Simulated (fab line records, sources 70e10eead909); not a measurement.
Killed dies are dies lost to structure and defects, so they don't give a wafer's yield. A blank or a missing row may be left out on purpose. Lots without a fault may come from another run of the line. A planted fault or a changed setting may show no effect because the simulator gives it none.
Chamber matching | flow nand_harc | NHARC_A_STAIRCASE_DESCUM_219 on rie_diel-06: 4 sister chambers
The step chemistry O2, time 3 s. 4 wafers are shown with their chamber, then 8 later ones without.

WAFERS WITH THEIR CHAMBER
wafer  | chamber | drypump_motor_current_A (A)
L083.2 | 0       | 5.04
L085.1 | 1       | 5.25
L087.6 | 2       | 5.40
L094.1 | 3       | 5.93

WAFERS WITHOUT THEIR CHAMBER
wafer  | drypump_motor_current_A (A)
L094.3 | 5.00
L094.4 | 5.27
L095.3 | 5.27
L095.5 | 5.92
L095.6 | 5.41
L097.1 | 4.98
L097.2 | 5.42
L097.5 | 5.28

WHICH CHAMBER EACH WENT THROUGH
wafer  | from the rows above | in truth
L094.3 | 0                   | 0
L094.4 | 1                   | 1
L095.3 | 1                   | 1
L095.5 | 3                   | 3
L095.6 | 2                   | 2
L097.1 | 0                   | 0
L097.2 | 2                   | 2
L097.5 | 1                   | 1
Placed correctly: 8 of 8. Can't be placed from these rows: 0. Placed wrongly: 0.
How it was worked out, from the rows above alone: a wafer's distance from a chamber is the root of the sum, over the readings, of the square of ((its reading less the chamber's mean) divided by the reading's scatter). The wafer belongs to the nearest chamber; if the next one is less than 2 further off, it can't be placed. A chamber's mean is the mean of its shown wafers. The scatter: with one shown wafer a chamber, the root of the mean of the squares of how far each hidden wafer lies from its nearest shown one.
